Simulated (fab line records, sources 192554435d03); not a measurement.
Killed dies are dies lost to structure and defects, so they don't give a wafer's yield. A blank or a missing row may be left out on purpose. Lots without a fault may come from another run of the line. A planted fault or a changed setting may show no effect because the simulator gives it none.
fab line records | flow n5_finfet
record lots=7 wafers=21
route steps=1938 shown SDB@350 HKMG_FIN@392 GATE_CUT@481 MOL_CONTACT_COAG@535 BEOL_M0@726 BEOL_M1@751
start_h: hours from the record's first day to the start of the lot's first wafer shown | wait_h: hours since the lot's step before | " the same as in the row above | L1.1+2: a row that stands for several wafers | - no value, or no start given | * or withheld: withheld | < > ~ a bound
route shown NAME@n: a module of which the file shows steps, and the number in the route of the first | usual: mean/standard deviation of fault-free wafers | same: alike in all rows | chamber/n: place in a boat | sites: the reading at each site | _std_site: their standard deviation | _edge_site: outer sites' mean less inner sites' | radius_mm: how far each site lies from the wafer's centre | mask NAME#n: copy n | behind: the tool/chamber that last shaped the wafer | hold: why the lot was held/for how many hours/how that ended | device: the transistor (n, p or np) that didn't switch | end of line: the same wafers' tests at the end of the route | a step without rows: its recipe alone | killed: dies lost to structure and defects at the first sort, not the wafer's yield | map: a wafer's dies, x killed, . not, _ none there
set.NAME: the setting as run; set.NAME@STEP: as run at that earlier step | model.NAME: the simulator's own value behind a step, which no gauge read
lots whose settings were changed on purpose; a table a step, a row a wafer
## steps
# step N5_SDB_COAT_05
# recipe resist=CAR-ArF spin_rpm=1500 resist_thk_nm=90
# columns lot.wafer tool chamber start_h wait_h set.spin_rpm model.CAR-ArF_of_SDB_COAT_05.thk_nm
L077.1+3+6 litho_track-04 0 - - 1500 90
L078.1+5 litho_track-03 0 - - 1500 90.6
L078.3 " 0 " " 1500 90.4
L079.1 litho_track-02 0 - - 1500 90.4
L079.4 " 0 " " 1500 90.2
L079.5 " 0 " " 1500 90.6
L088.1+2 litho_track-04 0 - - 1430 92.4
L088.5 " 0 " " 1500 90
L089.3 litho_track-04 0 - - 1549 88.6
L089.4 " 0 " " 1500 89.6
L089.5 " 0 " " 1549 88.4
L090.1 litho_track-03 0 - - 1416 92.6
L090.5 " 0 " " 1416 93
L090.6 " 0 " " 1416 92.4
L097.3 litho_track-02 0 - - 1500 90.4
L097.4+5 " 0 " " 1571 88.2
# step N5_SDB_EBR_07
# recipe solvent=PGMEA ebr_width_mm=1.5
# step N5_SDB_SOFTBAKE_06
# recipe temp_c=110 time_s=60 resist=CAR-ArF
# step N5_SDB_EXPOSE_08
# recipe mask_id=SDB na=1.35 source_shape=conventional sigma_outer=0.5 polarization=unpolarized dose_mj=49.6
# step N5_SDB_PEB_09
# recipe peb_temp_c=withheld peb_time_s=60 resist=CAR-ArF
# step N5_SDB_DEVELOP_10
# recipe develop_time_s=30 developer=TMAH resist=CAR-ArF rinse_liquid=diw dry=air_spin dev_temp_c=23
# columns lot.wafer tool chamber start_h wait_h set.spin_rpm@SDB_COAT_05 model.CAR-ArF_of_SDB_COAT_05.thk_nm
L077.1+3+6 litho_track-04 0 - - 1500 88.2
L078.1+3+5 litho_track-04 0 - - 1500 88.8
L079.1+5 litho_track-02 0 - - 1500 88.8
L079.4 " 0 " " 1500 88.6
L088.1 litho_track-02 0 - - 1430 90.8
L088.2 " 0 " " 1430 90.6
L088.5 " 0 " " 1500 88.2
L089.3 litho_track-03 0 - - 1549 87
L089.4 " 0 " " 1500 87.8
L089.5 " 0 " " 1549 86.8
L090.1+6 litho_track-03 0 - - 1416 90.8
L090.5 " 0 " " 1416 91.2
L097.3 litho_track-03 0 - - 1500 88.6
L097.4 " 0 " " 1571 86.4
L097.5 " 0 " " 1571 86.6
# step N5_SDB_DESCUM_16
# recipe chemistry=O2 time_s=7.9 source_power_w=50 bias_power_w=20 pressure_mtorr=20 rf_frequency_hz=2.712e+07 temp_c=40 resist=CAR-ArF o2_flow_sccm=225
# columns lot.wafer tool chamber start_h wait_h set.spin_rpm@SDB_COAT_05 model.CAR-ArF_of_SDB_COAT_05.thk_nm
L077.1+6 rie_diel-03 2 89.68 0.0 1500 83.4
L077.3 " 1 " " 1500 83.2
L078.1+5 rie_diel-02 2,1 90.29 0.1 1500 84
L078.3 " 1 " " 1500 83.8
L079.1 rie_diel-03 3 97.25 0.1 1500 83.8
L079.4 " 1 " " 1500 83.6
L079.5 " 2 " " 1500 84
L088.1+2 rie_diel-03 0,2 151.35 0.0 1430 85.8
L088.5 " 1 " " 1500 83.2
L089.3 rie_diel-02 3 155.98 0.0 1549 82.2
L089.4 " 0 " " 1500 83
L089.5 " 1 " " 1549 82
L090.1+6 rie_diel-06 0,3 162.45 0.0 1416 86
L090.5 " 2 " " 1416 86.4
L097.3 rie_diel-03 3 202.72 0.0 1500 83.8
L097.4+5 " 2 " " 1571 81.6
# step N5_HKMG_FIN_COAT_43
# recipe resist=CAR-ArF spin_rpm=1500 resist_thk_nm=90
# columns lot.wafer tool chamber start_h wait_h set.spin_rpm model.CAR-ArF_of_HKMG_FIN_COAT_43.thk_nm
L077.1+6 litho_track-01 0 - - 1500 90.4
L077.3 " 0 " " 1500 90.2
L078.1 litho_track-03 0 - - 1500 89.8
L078.3 " 0 " " 1500 90.4
L078.5 " 0 " " 1500 90.6
L079.1 litho_track-05 0 - - 1605 86.8
L079.4 " 0 " " 1500 90
L079.5 " 0 " " 1605 86.6
L088.1 litho_track-03 0 - - 1632 86
L088.2 " 0 " " 1500 89.8
L088.5 " 0 " " 1632 86.2
L089.3 litho_track-01 0 - - 1500 89.4
L089.4 " 0 " " 1500 89.6
L089.5 " 0 " " 1500 89.8
L090.1+5 litho_track-05 0 - - 1500 90.2
L090.6 " 0 " " 1454 91.6
L097.3+4 litho_track-03 0 - - 1500 89.6
L097.5 " 0 " " 1500 89.4
# step N5_HKMG_FIN_EBR_45
# recipe solvent=PGMEA ebr_width_mm=1.5
# step N5_HKMG_FIN_SOFTBAKE_44
# recipe temp_c=110 time_s=60 resist=CAR-ArF
# step N5_HKMG_FIN_EXPOSE_46
# recipe mask_id=NDIPOLE na=1.35 source_shape=conventional sigma_outer=0.8 polarization=unpolarized dose_mj=40
# step N5_HKMG_FIN_PEB_47
# recipe peb_temp_c=withheld peb_time_s=60 resist=CAR-ArF
# step N5_HKMG_FIN_DEVELOP_48
# recipe develop_time_s=30 developer=TMAH resist=CAR-ArF rinse_liquid=diw dry=air_spin dev_temp_c=23
# columns lot.wafer tool chamber start_h wait_h set.spin_rpm@HKMG_FIN_COAT_43 model.CAR-ArF_of_HKMG_FIN_COAT_43.thk_nm
L077.1+3 litho_track-01 0 - - 1500 88.6
L077.6 " 0 " " 1500 88.8
L078.1 litho_track-03 0 - - 1500 88.2
L078.3 " 0 " " 1500 88.6
L078.5 " 0 " " 1500 88.8
L079.1+5 litho_track-01 0 - - 1605 85
L079.4 " 0 " " 1500 88.2
L088.1+5 litho_track-05 0 - - 1632 84.4
L088.2 " 0 " " 1500 88
L089.3 litho_track-05 0 - - 1500 87.6
L089.4 " 0 " " 1500 87.8
L089.5 " 0 " " 1500 88
L090.1 litho_track-03 0 - - 1500 88.4
L090.5 " 0 " " 1500 88.6
L090.6 " 0 " " 1454 90
L097.3+4+5 litho_track-05 0 - - 1500 87.8
# step N5_GATE_CUT_COAT_07
# recipe resist=CAR-EUV spin_rpm=1500 resist_thk_nm=30
# columns lot.wafer tool chamber start_h wait_h set.spin_rpm model.CAR-EUV_of_GATE_CUT_COAT_07.thk_nm
L077.1+6 litho_track-02 0 - - 1595 29
L077.3 " 0 " " 1500 30
L078.1+3+5 litho_track-02 0 - - 1500 30
L079.1 litho_track-02 0 - - 1500 30.2
L079.4+5 " 0 " " 1500 30
L088.1 litho_track-05 0 - - 1354 31.6
L088.2+5 " 0 " " 1500 30.2
L089.3 litho_track-04 0 - - 1593 29
L089.4 " 0 " " 1500 30
L089.5 " 0 " " 1500 29.8
L090.1+5 litho_track-02 0 - - 1500 30
L090.6 " 0 " " 1398 31
L097.3+5 litho_track-02 0 - - 1665 28.4
L097.4 " 0 " " 1500 30
# step N5_GATE_CUT_DESCUM_18
# recipe chemistry=O2 time_s=7 source_power_w=50 bias_power_w=20 pressure_mtorr=20 rf_frequency_hz=2.712e+07 temp_c=40 resist=CAR-EUV o2_flow_sccm=225
# columns lot.wafer tool chamber start_h wait_h set.time_s set.spin_rpm@GATE_CUT_COAT_07 model.CAR-EUV_of_GATE_CUT_COAT_07.thk_nm
L077.1 rie_diel-01 2 107.80 0.1 7 1595 25
L077.3 " 0 " " 5.689 1500 26.6
L077.6 " 1 " " 5.689 1595 25.6
L078.1+3+5 rie_diel-05 1,0,2 109.10 0.0 7 1500 26
L079.1 rie_diel-04 1 115.20 0.0 7 1500 26.2
L079.4 " 3 " " 8.46 1500 25.2
L079.5 " 0 " " 7 1500 26
L088.1 rie_diel-05 1 170.02 0.3 7 1354 27.8
L088.2 " 2 " " 5.522 1500 26.8
L088.5 " 2 " " 7 1500 26.2
L089.3 rie_diel-01 0 173.20 0.0 7 1593 25
L089.4+5 " 3,0 " " 7 1500 26
L090.1 rie_diel-05 1 179.90 0.1 8.32 1500 25.4
L090.5 " 2 " " 7 1500 26
L090.6 " 1 " " 8.32 1398 26.4
L097.3 rie_diel-01 2 220.21 0.4 7 1665 24.4
L097.4 " 3 " " 7.516 1500 25.8
L097.5 " 2 " " 7.516 1665 24.2
# step N5_GATE_CUT_ETCH_28
# recipe chemistry=N2/H2 target=underlayer target_depth_a=130 mask_material=CAR-EUV time_s=10.4 ion_energy_ev=200 pressure_mtorr=30 source_w=840 bias_w=150 n2_flow_sccm=200 h2_flow_sccm=200 ends=cleared
# columns lot.wafer tool chamber start_h wait_h set.spin_rpm@GATE_CUT_COAT_07 set.time_s@GATE_CUT_DESCUM_18 model.CAR-EUV_of_GATE_CUT_COAT_07.thk_nm
L077.1 rie_diel-01 2 107.84 0.0 1595 7 13.6
L077.3 " 0 " " 1500 5.689 15.4
L077.6 " 1 " " 1595 5.689 14.4
L078.1+3+5 rie_diel-05 1,0,2 109.14 0.0 1500 7 14.6
L079.1+5 rie_diel-04 1,0 115.23 0.0 1500 7 14.6
L079.4 " 3 " " 1500 8.46 13.8
L088.1 rie_diel-05 1 170.05 0.0 1354 7 16.2
L088.2 " 2 " " 1500 5.522 15.4
L088.5 " 2 " " 1500 7 14.8
L089.3 rie_diel-01 0 173.23 0.0 1593 7 13.8
L089.4+5 " 3,0 " " 1500 7 14.6
L090.1 rie_diel-05 1 179.93 0.0 1500 8.32 14
L090.5 " 2 " " 1500 7 14.6
L090.6 " 1 " " 1398 8.32 15
L097.3 rie_diel-01 2 220.25 0.0 1665 7 13
L097.4 " 3 " " 1500 7.516 14.4
L097.5 " 2 " " 1665 7.516 12.6
# step N5_GATE_CUT_ETCH_36
# recipe chemistry=CF4 target=SiARC target_depth_a=130 mask_material=CAR-EUV time_s=21.7 ion_energy_ev=80 pressure_mtorr=40 source_w=545 bias_w=36 Ar_flow_sccm=100 cf4_flow_sccm=100 ends=cleared
# columns lot.wafer tool chamber start_h wait_h set.spin_rpm@GATE_CUT_COAT_07 set.time_s@GATE_CUT_DESCUM_18 model.CAR-EUV_of_GATE_CUT_COAT_07.thk_nm
L077.1 rie_diel-01 2 107.86 0.0 1595 7 5.8
L077.3 " 0 " " 1500 5.689 7.6
L077.6 " 1 " " 1595 5.689 6.6
L078.1+5 rie_diel-05 1,2 109.16 0.0 1500 7 7
L078.3 " 0 " " 1500 7 6.8
L079.1+5 rie_diel-04 1,0 115.25 0.0 1500 7 7
L079.4 " 3 " " 1500 8.46 6.2
L088.1 rie_diel-05 1 170.07 0.0 1354 7 8.6
L088.2 " 2 " " 1500 5.522 7.8
L088.5 " 2 " " 1500 7 7
L089.3 rie_diel-01 0 173.25 0.0 1593 7 6
L089.4 " 3 " " 1500 7 7
L089.5 " 0 " " 1500 7 6.8
L090.1 rie_diel-05 1 179.95 0.0 1500 8.32 6.4
L090.5 " 2 " " 1500 7 6.8
L090.6 " 1 " " 1398 8.32 7.2
L097.3 rie_diel-01 2 220.27 0.0 1665 7 5.4
L097.4 " 3 " " 1500 7.516 6.6
L097.5 " 2 " " 1665 7.516 5
# step N5_MOL_CONTACT_COAG_CONTACT_ETCH_14
# recipe chemistry=C4F6/O2 target=SiO2 target_depth_a=275 overetch_a=85 mask_material=SOC pressure_mtorr=30 source_w=370 bias_w=185 Ar_flow_sccm=300 C4F6_flow_sccm=16 O2_flow_sccm=10 time_s=20 ion_energy_ev=259.6
# usual rf_vpp_V=693/3.5
# columns lot.wafer tool chamber start_h wait_h set.source_w rf_vpp_V
L077.1 rie_diel-06 0 112.02 0.0 370 697
L077.3 " 2 " " 370 696
L077.6 " 3 " " 325.6 725
L078.1 rie_diel-03 0 113.07 0.0 370 692
L078.3 " 1 " " 370 697
L078.5 " 1 " " 370 697
L079.1 rie_diel-03 2 119.34 0.0 370 690
L079.4 " 3 " " 370 688
L079.5 " 0 " " 429.4 657
L088.1 rie_diel-06 3 174.26 0.0 370 697
L088.2 " 2 " " 370 694
L088.5 " 0 " " 370 696
L089.3 rie_diel-06 2 177.42 0.0 370 696
L089.4 " 0 " " 370 695
L089.5 " 3 " " 370 694
L090.1 rie_diel-02 0 183.87 0.0 370 698
L090.5 " 1 " " 370 691
L090.6 " 2 " " 370 691
L097.3 rie_diel-03 1 224.61 0.0 370 697
L097.4 " 2 " " 370 688
L097.5 " 3 " " 370 687
# step N5_MOL_CONTACT_COAG_VIA_ETCH_117
# recipe chemistry=C4F6/O2 target_depth_a=400 overetch_a=80 mask_material=SOC target=SiO2 bias_w=455 pressure_mtorr=10 time_s=26 source_w=325 Ar_flow_sccm=300 C4F6_flow_sccm=10 O2_flow_sccm=10 ion_energy_ev=575.3 ends=end_point
# usual rf_vpp_V=1591/30
# columns lot.wafer tool chamber start_h wait_h set.bias_w rf_vpp_V
L077.1 rie_diel-02 2 122.37 0.0 455 1580
L077.3 " 3 " " 394.3 1402
L077.6 " 3 " " 394.3 1403
L078.1 rie_diel-06 3 125.24 0.0 455 1601
L078.3 " 2 " " 455 1618
L078.5 " 2 " " 455 1617
L079.1 rie_diel-06 0 131.56 0.0 455 1642
L079.4 " 1 " " 455 1558
L079.5 " 3 " " 455 1601
L088.1 rie_diel-06 0 188.26 0.0 520.1 1812
L088.2 " 1 " " 520.1 1720
L088.5 " 1 " " 455 1558
L089.3 rie_diel-03 1 192.76 0.0 455 1586
L089.4 " 3 " " 488 1674
L089.5 " 3 " " 455 1589
L090.1 rie_diel-02 1 195.96 0.0 475.8 1624
L090.5 " 0 " " 475.8 1664
L090.6 " 3 " " 475.8 1614
L097.3 rie_diel-06 1 237.19 0.0 455 1557
L097.4 " 2 " " 455 1617
L097.5 " 2 " " 394.1 1452
# step N5_MOL_CONTACT_COAG_ETCH_124
# recipe chemistry=CH3F/O2 target=SiNx target_depth_a=65 mask_material=SOC stop_on=SiOC over_etch_frac=0.3 ion_energy_ev=120 pressure_mtorr=30 source_w=395 bias_w=73 Ar_flow_sccm=150 CH3F_flow_sccm=30 O2_flow_sccm=20 ends=end_point
# usual rf_vpp_V=298/5.9
# columns lot.wafer tool chamber start_h wait_h set.source_w rf_vpp_V
L077.1 rie_diel-02 2 122.40 0.0 436.3 283
L077.3 " 3 " " 395 294
L077.6 " 3 " " 436.3 278
L078.1 rie_diel-06 3 125.27 0.0 395 301
L078.3 " 2 " " 395 302
L078.5 " 2 " " 395 302
L079.1 rie_diel-06 0 131.58 0.0 345 329
L079.4 " 1 " " 395 292
L079.5 " 3 " " 345 320
L088.1 rie_diel-06 0 188.29 0.0 395 308
L088.2 " 1 " " 343.7 311
L088.5 " 1 " " 395 292
L089.3 rie_diel-03 1 192.79 0.0 395 297
L089.4 " 3 " " 395 299
L089.5 " 3 " " 352 316
L090.1 rie_diel-02 1 195.99 0.0 395 294
L090.5 " 0 " " 333.7 324
L090.6 " 3 " " 333.7 317
L097.3 rie_diel-06 1 237.22 0.0 395 292
L097.4 " 2 " " 395 305
L097.5 " 2 " " 395 305
# step N5_BEOL_M0_ETCH_109
# recipe chemistry=CH3F/O2 target_depth_a=80 overetch_a=24 target=SiCN time_s=27.4 ion_energy_ev=120 pressure_mtorr=30 source_w=395 bias_w=75 Ar_flow_sccm=150 CH3F_flow_sccm=30 O2_flow_sccm=20
# usual rf_vpp_V=297.4/1.8
# columns lot.wafer tool chamber start_h wait_h set.bias_w rf_vpp_V
L077.1 rie_diel-02 2 140.57 0.1 62.46 265.0
L077.3 " 1 " " 62.46 266.0
L077.6 " 2 " " 75 295.5
L078.1 rie_diel-06 2 145.04 0.0 75 298.1
L078.3 " 0 " " 75 299.1
L078.5 " 0 " " 75 299.4
L079.1 rie_diel-03 0 149.81 0.0 75 297.7
L079.4 " 2 " " 75 295.0
L079.5 " 2 " " 84.57 319.7
L088.1 rie_diel-03 3 205.19 0.0 75 296.4
L088.2 " 0 " " 75 296.0
L088.5 " 2 " " 75 296.2
L089.3 rie_diel-06 0 208.57 0.0 75 297.7
L089.4 " 1 " " 75 300.2
L089.5 " 0 " " 75 299.0
L090.1 rie_diel-06 3 213.46 0.0 75 298.2
L090.5 " 1 " " 75 298.8
L090.6 " 2 " " 75 298.1
L097.3 rie_diel-06 3 255.01 0.0 79.13 308.5
L097.4 " 0 " " 75 299.2
L097.5 " 0 " " 79.13 307.8
# step N5_BEOL_M1_ILD_DEP_00
# recipe material=SiOC target_thk_a=790 temp_c=350 precursor=DEMS/O2 pressure_torr=5 rf_w=500 time_s=15.3
# columns lot.wafer tool chamber start_h wait_h set.time_s model.SiOC_of_BEOL_M1_ILD_DEP_00.thk_nm
L077.1 pecvd-04 0 143.01 0.0 16.13 81.4
L077.3 " 1 " " 15.3 79.2
L077.6 " 1 " " 16.13 84.2
L078.1 pecvd-04 1 147.96 0.0 15.3 77
L078.3 " 0 " " 15.3 78.8
L078.5 " 0 " " 15.3 79.2
L079.1 pecvd-02 0 152.96 0.0 15.3 79.2
L079.4 " 1 " " 15.3 79.4
L079.5 " 0 " " 15.3 80.4
L088.1 pecvd-04 1 208.19 0.0 15.3 78.8
L088.2 " 0 " " 15.3 77.6
L088.5 " 2 " " 15.3 79.2
L089.3 pecvd-02 1 212.70 0.0 15.3 79
L089.4 " 2 " " 13.2 69.6
L089.5 " 0 " " 15.3 80.4
L090.1 pecvd-02 1 216.92 0.0 15.3 79.4
L090.5 " 1 " " 17.09 89
L090.6 " 0 " " 17.09 89.6
L097.3 pecvd-03 0 258.28 0.0 16.05 81.6
L097.4 " 2 " " 15.3 78
L097.5 " 1 " " 16.05 83
# step N5_BEOL_M1_THK_MEAS_01
# recipe reads=SiOC_of_BEOL_M1_ILD_DEP_00
# usual M1_ILD_THK=79.0/1.1
# columns lot.wafer tool chamber start_h wait_h set.time_s@BEOL_M1_ILD_DEP_00 M1_ILD_THK[nm]
L077.1 film_metro-02 - 143.09 0.1 16.13 81.3
L077.3 " - " " 15.3 79.3
L077.6 " - " " 16.13 84.2
L078.1 film_metro-01 - 148.04 0.1 15.3 76.9
L078.3 " - " " 15.3 78.8
L078.5 " - " " 15.3 79.1
L079.1 film_metro-02 - 153.03 0.0 15.3 79.2
L079.4 " - " " 15.3 79.5
L079.5 " - " " 15.3 80.4
L088.1 film_metro-01 - 208.27 0.1 15.3 78.8
L088.2 " - " " 15.3 77.7
L088.5 " - " " 15.3 79.2
L089.3 film_metro-02 - 212.77 0.1 15.3 79.0
L089.4 " - " " 13.2 69.7
L089.5 " - " " 15.3 80.3
L090.1 film_metro-02 - 216.99 0.0 15.3 79.5
L090.5 " - " " 17.09 88.9
L090.6 " - " " 17.09 89.6
L097.3 film_metro-02 - 258.35 0.1 16.05 81.5
L097.4 " - " " 15.3 78.0
L097.5 " - " " 16.05 83.0
# step N5_BEOL_M1_HM_DEP_02
# recipe material=TiN target_thk_a=200 temp_c=25 chamber_pressure_pa=0.49996
# columns lot.wafer tool chamber start_h wait_h set.target_thk_a model.TiN_of_BEOL_M1_HM_DEP_02.thk_nm
L077.1 pvd_sputter-02 - 143.43 0.3 200 20.4
L077.3+6 " - " " 200 20.6
L078.1 pvd_sputter-01 - 149.65 1.6 200 19.8
L078.3+5 " - " " 200 19.6
L079.1 pvd_sputter-03 - 153.41 0.3 200 20
L079.4 " - " " 221.2 21.8
L079.5 " - " " 200 19.8
L088.1 pvd_sputter-01 - 208.80 0.5 183.3 18.6
L088.2 " - " " 200 20
L088.5 " - " " 200 20.2
L089.3+4 pvd_sputter-03 - 213.56 0.7 219.3 21.8
L089.5 " - " " 200 19.8
L090.1+5+6 pvd_sputter-03 - 220.27 3.2 200 20.2
L097.3+4 pvd_sputter-02 - 258.78 0.4 200 19.8
L097.5 " - " " 209 20.6
# step N5_BEOL_M1_COAT_61
# recipe resist=SOC temp_c=250 time_s=60 spin_rpm=1500 resist_thk_nm=60
# step N5_BEOL_M1_COAT_62
# recipe resist=SiARC temp_c=220 time_s=60 spin_rpm=1500 resist_thk_nm=12
# step N5_BEOL_M1_STRIP_75
# recipe chemistry=N2/H2 temp_c=40 n2_flow_sccm=200 h2_flow_sccm=200 rf_frequency_hz=6e+07
# step N5_BEOL_M1_STRIP_66
# recipe chemistry=CF4 resist=SiARC power_w=300 bias_power_w=75 pressure_mtorr=50 cf4_flow_sccm=150 rf_frequency_hz=6e+07
# step N5_BEOL_M1_HM_OPEN_17
# recipe chemistry=Cl2/BCl3 target_depth_a=200 overetch_a=60 target=TiN mask_material=SOC ion_energy_ev=150 pressure_mtorr=10 icp_w=1000 bias_w=126 Cl2_flow_sccm=53.25 bcl3_flow_sccm=21.75 Ar_flow_sccm=25
# columns lot.wafer tool chamber start_h wait_h set.target_thk_a@BEOL_M1_HM_DEP_02 model.etch.depth_nm
L077.1 rie_metal-02 1 144.41 0.0 200 20.34
L077.3 " 1 " " 200 20.59
L077.6 " 1 " " 200 20.66
L078.1 rie_metal-02 1 150.54 0.0 200 19.79
L078.3 " 1 " " 200 19.6
L078.5 " 1 " " 200 19.58
L079.1 rie_metal-02 0 154.17 0.0 200 20.01
L079.4 " 0 " " 221.2 21.83
L079.5 " 0 " " 200 19.88
L088.1 rie_metal-03 0 209.71 0.0 183.3 18.56
L088.2 " 1 " " 200 20.03
L088.5 " 1 " " 200 20.22
L089.3 rie_metal-02 1 214.35 0.1 219.3 21.79
L089.4 " 0 " " 219.3 21.73
L089.5 " 0 " " 200 19.76
L090.1+5 rie_metal-03 0,1 225.96 0.0 200 20.14
L090.6 " 0 " " 200 20.27
L097.3 rie_metal-02 1 260.53 0.1 200 19.73
L097.4 " 1 " " 200 19.75
L097.5 " 1 " " 209 20.62
## key
split step=N5_SDB_COAT_05 setting=spin_rpm stated=1500 by=wafer
response step=N5_SDB_COAT_05 reading=model.CAR-ArF_of_SDB_COAT_05.thk_nm change=-0.46 per=1% r=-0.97
response step=N5_SDB_DEVELOP_10 reading=model.CAR-ArF_of_SDB_COAT_05.thk_nm change=-0.447 per=1% r=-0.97
response step=N5_SDB_DESCUM_16 reading=model.CAR-ArF_of_SDB_COAT_05.thk_nm change=-0.465 per=1% r=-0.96
split step=N5_HKMG_FIN_COAT_43 setting=spin_rpm stated=1500 by=wafer
response step=N5_HKMG_FIN_COAT_43 reading=model.CAR-ArF_of_HKMG_FIN_COAT_43.thk_nm change=-0.441 per=1% r=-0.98
response step=N5_HKMG_FIN_DEVELOP_48 reading=model.CAR-ArF_of_HKMG_FIN_COAT_43.thk_nm change=-0.432 per=1% r=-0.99
split step=N5_GATE_CUT_COAT_07 setting=spin_rpm stated=1500 by=wafer
response step=N5_GATE_CUT_COAT_07 reading=model.CAR-EUV_of_GATE_CUT_COAT_07.thk_nm change=-0.147 per=1% r=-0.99
response step=N5_GATE_CUT_DESCUM_18 reading=model.CAR-EUV_of_GATE_CUT_COAT_07.thk_nm change=-0.142 per=1% r=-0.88
response step=N5_GATE_CUT_ETCH_36 reading=model.CAR-EUV_of_GATE_CUT_COAT_07.thk_nm change=-0.134 per=1% r=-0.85
response step=N5_GATE_CUT_ETCH_28 reading=model.CAR-EUV_of_GATE_CUT_COAT_07.thk_nm slope=-0.154 per=1% together_with=time_s@GATE_CUT_DESCUM_18 explained=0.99
split step=N5_GATE_CUT_DESCUM_18 setting=time_s stated=7 by=wafer
response step=N5_GATE_CUT_DESCUM_18 reading=model.CAR-EUV_of_GATE_CUT_COAT_07.thk_nm slope=-0.034 per=1% together_with=spin_rpm@GATE_CUT_COAT_07 explained=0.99
response step=N5_GATE_CUT_ETCH_28 reading=model.CAR-EUV_of_GATE_CUT_COAT_07.thk_nm slope=-0.0365 per=1% together_with=spin_rpm@GATE_CUT_COAT_07 explained=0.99
response step=N5_GATE_CUT_ETCH_36 reading=model.CAR-EUV_of_GATE_CUT_COAT_07.thk_nm slope=-0.0367 per=1% together_with=spin_rpm@GATE_CUT_COAT_07 explained=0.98
split step=N5_MOL_CONTACT_COAG_CONTACT_ETCH_14 setting=source_w stated=370 by=wafer
response step=N5_MOL_CONTACT_COAG_CONTACT_ETCH_14 reading=rf_vpp_V change=-2.1 per=1% r=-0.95
split step=N5_MOL_CONTACT_COAG_VIA_ETCH_117 setting=bias_w stated=455 by=wafer
response step=N5_MOL_CONTACT_COAG_VIA_ETCH_117 reading=rf_vpp_V change=+12.6 per=1% r=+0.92
split step=N5_MOL_CONTACT_COAG_ETCH_124 setting=source_w stated=395 by=wafer
response step=N5_MOL_CONTACT_COAG_ETCH_124 reading=rf_vpp_V change=-1.62 per=1% r=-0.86
split step=N5_BEOL_M0_ETCH_109 setting=bias_w stated=75 by=wafer
response step=N5_BEOL_M0_ETCH_109 reading=rf_vpp_V change=+1.8 per=1% r=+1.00
split step=N5_BEOL_M1_ILD_DEP_00 setting=time_s stated=15.3 by=wafer
response step=N5_BEOL_M1_ILD_DEP_00 reading=model.SiOC_of_BEOL_M1_ILD_DEP_00.thk_nm change=+0.779 per=1% r=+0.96
response step=N5_BEOL_M1_THK_MEAS_01 reading=M1_ILD_THK change=+0.769 per=1% r=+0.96
split step=N5_BEOL_M1_HM_DEP_02 setting=target_thk_a stated=200 by=wafer
response step=N5_BEOL_M1_HM_DEP_02 reading=model.TiN_of_BEOL_M1_HM_DEP_02.thk_nm change=+0.188 per=1% r=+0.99
response step=N5_BEOL_M1_HM_OPEN_17 reading=model.etch.depth_nm change=+0.191 per=1% r=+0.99
